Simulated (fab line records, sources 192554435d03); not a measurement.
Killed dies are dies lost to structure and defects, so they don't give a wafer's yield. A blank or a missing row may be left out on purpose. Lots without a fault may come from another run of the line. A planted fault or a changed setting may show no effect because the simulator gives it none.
Which tool did it? | flow n5_finfet | 9 lots, 26 wafers sampled, at 5 steps of a route of 1938

WHAT THE GAUGES READ, wafer by wafer
N5_BEOL_M4_RC_MEAS_101. Usual: DIBL_N 35.6 mV/V, standard deviation 1.7; DIBL_P 35.0 mV/V, standard deviation 2; IOFF_N 0.148 nA/um, standard deviation 0.027; IOFF_P 0.19 nA/um, standard deviation 0.032; ION_N 671 uA/um, standard deviation 14; ION_P 460 uA/um, standard deviation 9.1; SS_N 71.3 mV/dec, standard deviation 0.62; SS_P 73.0 mV/dec, standard deviation 0.64; VT_N 251 mV, standard deviation 3.2; VT_P -251.5 mV, standard deviation 2.9.
lot  | measured     | on        | DIBL_N (mV/V)  | DIBL_P (mV/V)  | IOFF_N (nA/um)    | IOFF_P (nA/um) | ION_N (uA/um) | ION_P (uA/um) | SS_N (mV/dec)  | SS_P (mV/dec)  | VT_N (mV)   | VT_P (mV)            | flag
L869 | day 9 08:05  | prober-02 | 36.1 35.4 35.2 | 37.1 37.2 35.8 | 0.174 0.150 0.148 | 0.20 0.19 0.17 | 701 673 678   | 470 460 464   | 71.1 70.9 71.2 | 73.9 73.9 73.1 | 248 252 251 | -252.5 -249.9 -251.1 |
L871 | day 9 13:21  | prober-01 | 33.6 34.8 35.2 | 31.9 34.4 33.7 | 0.105 0.125 0.122 | 0.15 0.18 0.17 | 636 660 650   | 438 452 452   | 70.7 70.5 70.6 | 72.2 73.2 72.0 | 258 251 254 | -257.1 -251.7 -253.8 |
L872 | day 9 15:12  | prober-01 | 38.2 38.3 37.6 | 38.9 39.4 38.2 | 0.168 0.180 0.164 | 0.20 0.22 0.20 | 692 685 687   | 473 466 465   | 72.1 71.9 71.9 | 73.6 73.4 73.0 | 250 248 249 | -252.7 -253.7 -252.6 |
L875 | day 9 20:40  | prober-01 | 34.9 35.0      | 35.3 32.8      | 0.137 0.124       | 0.19 0.15      | 666 633       | 460 436       | 71.2 71.7      | 72.9 72.5      | 252 254     | -252.1 -258.2        |
L876 | day 9 23:37  | prober-02 | 37.1 34.2 34.7 | 36.6 32.5 33.0 | 0.197 0.137 0.146 | 0.23 0.17 0.17 | 695 684 683   | 472 469 461   | 71.7 70.8 71.3 | 73.7 72.0 72.5 | 245 249 249 | -246.6 -251.2 -253.8 |
L878 | day 11 08:19 | prober-01 | 33.8 34.2 37.2 | 34.1 34.7 38.8 | 0.140 0.161 0.214 | 0.22 0.23 0.31 | 674 690 680   | 467 472 473   | 71.2 71.3 72.0 | 73.1 73.4 74.6 | 250 245 245 | -246.6 -246.9 -244.7 |
L879 | day 11 09:05 | prober-01 | 34.4 31.1 35.0 | 36.7 31.3 36.3 | 0.149 0.094 0.163 | 0.25 0.16 0.24 | 679 650 687   | 471 460 472   | 71.1 71.0 71.4 | 74.1 71.8 73.4 | 249 257 248 | -246.7 -249.5 -247.2 |
L888 | day 13 12:05 | prober-01 | 36.7 35.0 35.3 | 34.2 33.5 34.1 | 0.147 0.138 0.133 | 0.18 0.17 0.18 | 655 693 682   | 454 474 476   | 71.5 70.8 70.5 | 72.7 72.3 72.9 | 252 250 252 | -250.2 -252.8 -251.4 |
L890 | day 13 20:51 | prober-02 | 34.3 36.1 33.4 | 32.5 34.7 31.5 | 0.125 0.166 0.114 | 0.17 0.21 0.16 | 661 677 662   | 453 458 460   | 71.1 71.4 70.9 | 72.1 72.9 71.8 | 250 245 254 | -253.9 -248.5 -254.1 |

WHICH TOOL RAN EACH LOT (tool, then ch and the chambers of the sampled wafers, then the start)
lot  | N5_BEOL_M4_STRIP_66                | N5_BEOL_M4_HM_OPEN_17             | N5_BEOL_M4_ALD_98                 | N5_BEOL_M4_ETCH_70
L869 | rie_diel-01 ch 0,1, day 8 18:52    | rie_metal-03 ch 0,1, day 8 18:56  | ald_sin-02 ch 0,1,3, day 8 20:16  | rie_diel-01 ch 1,3, day 9 03:17
L871 | rie_diel-01 ch 1,2,3, day 9 02:01  | rie_metal-01 ch 0,1, day 9 02:04  | ald_sin-02 ch 0,3, day 9 03:11    | rie_diel-01 ch 1,2,3, day 9 07:59
L872 | rie_diel-03 ch 0,1,2, day 9 04:32  | rie_metal-02 ch 0,1, day 9 04:34  | ald_sin-01 ch 0,2, day 9 05:28    | rie_diel-06 ch 0,2, day 9 10:37
L875 | rie_diel-03 ch 1,3, day 9 04:46    | rie_metal-01 ch 0,1, day 9 04:50  | ald_sin-01 ch 1,3, day 9 05:49    | rie_diel-03 ch 0,1, day 9 13:41
L876 | rie_diel-01 ch 0,2,3, day 9 09:58  | rie_metal-02 ch 0,1, day 9 10:01  | ald_sin-02 ch 1,2,3, day 9 11:04  | rie_diel-01 ch 2,3, day 9 19:25
L878 | rie_diel-06 ch 0,1,2, day 10 22:07 | rie_metal-03 ch 0,1, day 10 22:11 | ald_sin-04 ch 0,1, day 11 00:23   | rie_diel-06 ch 0,1, day 11 02:19
L879 | rie_diel-06 ch 1,2,3, day 10 22:21 | rie_metal-01 ch 0,1, day 10 22:23 | ald_sin-02 ch 1,2,3, day 11 00:24 | rie_diel-06 ch 1,2, day 11 04:23
L888 | rie_diel-01 ch 0,2,3, day 13 02:01 | rie_metal-02 ch 0,1, day 13 02:03 | ald_sin-02 ch 0,2,3, day 13 02:56 | rie_diel-01 ch 0,2, day 13 07:13
L890 | rie_diel-06 ch 0,1,3, day 13 12:07 | rie_metal-03 ch 0,1, day 13 12:11 | ald_sin-04 ch 2,3, day 13 13:40   | rie_diel-01 ch 0,1,3, day 13 15:49
- N5_BEOL_M4_STRIP_66: strips in CF4.
- N5_BEOL_M4_HM_OPEN_17: chemistry Cl2/BCl3, target TiN, target depth 20 nm, overetch 6 nm.
- N5_BEOL_M4_ALD_98: deposits SiO2, target thk 2.5 nm, pulse time 1 s, co reactant pulse time 1 s.
- N5_BEOL_M4_ETCH_70: etches SOC in N2/H2, target depth 80 nm, overetch 24 nm, time 130 s.

WHAT THE TOOLS THEMSELVES READ (means of the sampled wafers that have a number; where no wafer has one, the mark that the record gives instead)
N5_BEOL_M4_STRIP_66. Usual: drypump_motor_current_A 5.7 A, standard deviation 0.46; oes_product_au 0.82 a.u., standard deviation 0.093; rf_vpp_V 270.7 V, standard deviation 1.4; showerhead_plenum_p_Torr 1.77 Torr, standard deviation 0.043; throttle_valve_pct 13.50 %, standard deviation 0.26.
lot  | tool        | drypump_motor_current_A (A) | oes_product_au (a.u.) | rf_vpp_V (V) | showerhead_plenum_p_Torr (Torr) | throttle_valve_pct (%) | flag
L869 | rie_diel-01 | 5.4                         | 0.77                  | 272.0        | 1.78                            | 13.81                  |
L871 | rie_diel-01 | 6.1                         | 0.88                  | 269.6        | 1.75                            | 13.29                  |
L872 | rie_diel-03 | 5.6                         | 0.85                  | 271.3        | 1.81                            | 13.34                  |
L875 | rie_diel-03 | 5.8                         | 0.82                  | 272.7        | 1.81                            | 13.38                  |
L876 | rie_diel-01 | 5.6                         | 0.79                  | 270.9        | 1.76                            | 13.59                  |
L878 | rie_diel-06 | 5.4                         | 0.76                  | 270.8        | 1.77                            | 13.63                  |
L879 | rie_diel-06 | 5.5                         | 0.73                  | 270.2        | 1.78                            | 13.84                  |
L888 | rie_diel-01 | 5.6                         | 0.83                  | 270.1        | 1.75                            | 13.46                  |
L890 | rie_diel-06 | 5.8                         | 0.86                  | 269.4        | 1.76                            | 13.44                  |

N5_BEOL_M4_HM_OPEN_17. Usual: drypump_motor_current_A 5.8 A, standard deviation 0.36; oes_ar_750_au 0.83 a.u., standard deviation 0.087; oes_product_au 0.70 a.u., standard deviation 0.07; throttle_valve_pct 22.17 %, standard deviation 0.26.
lot  | tool         | drypump_motor_current_A (A) | oes_ar_750_au (a.u.) | oes_product_au (a.u.) | throttle_valve_pct (%) | flag
L869 | rie_metal-03 | 5.8                         | 0.92                 | 0.77                  | 21.94                  |
L871 | rie_metal-01 | 5.9                         | 0.74                 | 0.63                  | 22.24                  |
L872 | rie_metal-02 | 5.5                         | 0.88                 | 0.74                  | 22.26                  |
L875 | rie_metal-01 | 6.0                         | 0.73                 | 0.62                  | 22.35                  |
L876 | rie_metal-02 | 5.5                         | 0.87                 | 0.74                  | 22.26                  |
L878 | rie_metal-03 | 5.8                         | 0.90                 | 0.75                  | 21.96                  |
L879 | rie_metal-01 | 5.9                         | 0.74                 | 0.63                  | 22.26                  |
L888 | rie_metal-02 | 5.9                         | 0.87                 | 0.72                  | 22.25                  |
L890 | rie_metal-03 | 5.7                         | 0.90                 | 0.75                  | 21.99                  |

N5_BEOL_M4_ALD_98. Usual: heater_power_outer_w 40 W, standard deviation 4.2; heater_power_w 78 W, standard deviation 7; precursor_pulse_height_rel 1.000, standard deviation 0.019.
lot  | tool       | heater_power_outer_w (W) | heater_power_w (W) | precursor_pulse_height_rel | flag
L869 | ald_sin-02 | 40                       | 76                 | 0.984                      |
L871 | ald_sin-02 | 39                       | 74                 | 0.995                      |
L872 | ald_sin-01 | 38                       | 76                 | 1.002                      |
L875 | ald_sin-01 | 44                       | 85                 | 0.976                      |
L876 | ald_sin-02 | 43                       | 79                 | 0.986                      |
L878 | ald_sin-04 | 34                       | 66                 | 1.008                      |
L879 | ald_sin-02 | 43                       | 80                 | 0.993                      |
L888 | ald_sin-02 | 42                       | 76                 | 1.020                      |
L890 | ald_sin-04 | 38                       | 79                 | 0.989                      |

N5_BEOL_M4_ETCH_70. Usual: drypump_motor_current_A 5.7 A, standard deviation 0.46; oes_product_au 0.60 a.u., standard deviation 0.061; rf_vpp_V 522.6 V, standard deviation 1.8; showerhead_plenum_p_Torr 2.49 Torr, standard deviation 0.062; throttle_valve_pct 17.71 %, standard deviation 0.28.
lot  | tool        | drypump_motor_current_A (A) | oes_product_au (a.u.) | rf_vpp_V (V) | showerhead_plenum_p_Torr (Torr) | throttle_valve_pct (%) | flag
L869 | rie_diel-01 | 6.2                         | 0.63                  | 522.6        | 2.46                            | 17.42                  |
L871 | rie_diel-01 | 6.1                         | 0.65                  | 522.9        | 2.47                            | 17.50                  |
L872 | rie_diel-06 | 5.5                         | 0.60                  | 523.0        | 2.49                            | 17.63                  |
L875 | rie_diel-03 | 5.5                         | 0.58                  | 522.5        | 2.51                            | 17.62                  |
L876 | rie_diel-01 | 6.0                         | 0.62                  | 521.9        | 2.46                            | 17.51                  |
L878 | rie_diel-06 | 5.8                         | 0.52                  | 522.4        | 2.47                            | 17.78                  |
L879 | rie_diel-06 | 5.2                         | 0.59                  | 524.4        | 2.55                            | 18.02                  |
L888 | rie_diel-01 | 5.5                         | 0.63                  | 522.5        | 2.46                            | 17.79                  |
L890 | rie_diel-01 | 5.7                         | 0.63                  | 522.4        | 2.47                            | 17.61                  |

THE ANSWER, worked out from the rows above alone
Rule: a lot is off if the mean of its wafers that have a number lies more than 3 standard deviations from the usual mean. A lot without any number at a reading at which 4 lots or more have one is off too. The other lots that the step has rows for count as sound. The gauges are gone through in route order, then the tools' own readings, and for those a lot's mean is taken as printed above. The first step at which some lot is off is used, and at that step the reading that is off furthest; a lot without a number counts as furthest.
No lot is off at any reading shown: from this, nothing can be told.

WHAT THE SIMULATOR HAD PUT IN
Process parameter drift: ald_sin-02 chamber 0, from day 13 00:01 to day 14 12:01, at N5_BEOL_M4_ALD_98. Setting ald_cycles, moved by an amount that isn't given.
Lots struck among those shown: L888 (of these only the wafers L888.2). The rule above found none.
